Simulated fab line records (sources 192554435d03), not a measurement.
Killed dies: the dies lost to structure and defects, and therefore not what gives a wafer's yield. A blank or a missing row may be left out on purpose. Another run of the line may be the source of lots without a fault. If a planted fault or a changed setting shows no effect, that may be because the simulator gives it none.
Comparing a struck lot with a sound one / flow n5Finfet / 14 out of 1938 route steps
Sound: wafers L109.1, L109.2, L109.6. Wafers L107.1, L107.4, L107.5 were the ones struck. The cause is given at the end.
For every step that has rows: the tool of each side, followed by ch and its chambers, followed by its first start. Under that, the readings that differ: sound wafers / struck wafers / difference of the means / sigmas: that difference in standard deviations of wafers without a fault.
alike: readings with means less than 2 such deviations apart, plus words and numbers identical on both sides. not compared: withheld readings, readings lacking a value on some wafer, bounds such as >300 that could conceal the same value, and numbers that have no deviation in the record and whose values overlap.
A row with sigmas, a row that says differs or no value, or rows on one side alone: a step with any of these is where the two part. Numbers that don't overlap but have no deviation are shown without sigmas and don't part them. A reading that every wafer of one side lacks parts them only if that side has two wafers or more.

N5_MIM_BOT_SPUTTER_00: material TiN, target thk 35 nm, time 89.7 s.
  sound on pvdSputter-01, day 19 11:20; struck on pvdSputter-01, day 16 19:38
reading=susceptorTempC (C); sound=200.22 200.48 200.00; struck=199.72 199.95 200.01; difference=-0.34; sigmas=-2
  alike: cathodeDcPowerW, throttleValvePct
then, 1 step without rows for these wafers: N5_MIM_TOP_ALD_00 (deposits Al2O3, purge time 3 s, co reactant pulse time 3 s).
N5_MIM_TOP_ALD_01: deposits HfO2, target thk 5.6 nm, pulse time 1 s, purge time 3 s.
  sound: aldHk-01 ch 2,3; struck: aldHk-01 ch 0,1,3
  alike: precursorPulseHeightRel
N5_MIM_TOP_ALD_02: deposits Al2O3, purge time 3 s, co reactant pulse time 3 s.
  sound: aldHk-01 ch 2,3; struck: aldHk-01 ch 0,1,3
  alike: precursorPulseHeightRel
N5_MIM_TOP_DEGAS_04: time 60 s.
  sound on pvdSputter-02, day 19 12:31; struck on pvdSputter-02, day 16 20:16
  alike: heaterPowerW, susceptorTempC
N5_MIM_TOP_SPUTTER_03: material TiN, target thk 35 nm, time 89.7 s.
  sound on pvdSputter-02, day 19 12:33; struck on pvdSputter-02, day 16 20:18
  alike: cathodeDcPowerW, susceptorTempC, throttleValvePct
then, 6 steps without rows for these wafers: N5_MIM_TOP_LITHO_HMDS_01 (time 60 s); N5_MIM_TOP_LITHO_COAT_02; N5_MIM_TOP_LITHO_EBR_04; N5_MIM_TOP_LITHO_SOFTBAKE_03 (time 90 s); N5_MIM_TOP_LITHO_EXPOSE_05 (exposes mask MIM TOP, target cd 2000 nm); N5_MIM_TOP_LITHO_PEB_06.
N5_MIM_TOP_LITHO_DEVELOP_07: develop time 60 s.
  sound on lithoTrack-02 ch 0, day 19 12:59; struck on lithoTrack-02, day 16 20:42
  no value came back on the struck wafers for chillPlateTempC (C), developTimeS (s); on the sound wafers chillPlateTempC (C) reads 23.11 23.18 23.24
  not compared: model.coat_of_MIM_TOP_LITHO_COAT_02.thkNm
then, 1 step without rows for these wafers: N5_MIM_TOP_LITHO_HARDBAKE_09 (time 120 s).

## WHERE THEY PART
Earliest at N5_MIM_BOT_SPUTTER_00; latest, in this record, at N5_MIM_TOP_LITHO_DEVELOP_07.

WHY: what the simulator had put in
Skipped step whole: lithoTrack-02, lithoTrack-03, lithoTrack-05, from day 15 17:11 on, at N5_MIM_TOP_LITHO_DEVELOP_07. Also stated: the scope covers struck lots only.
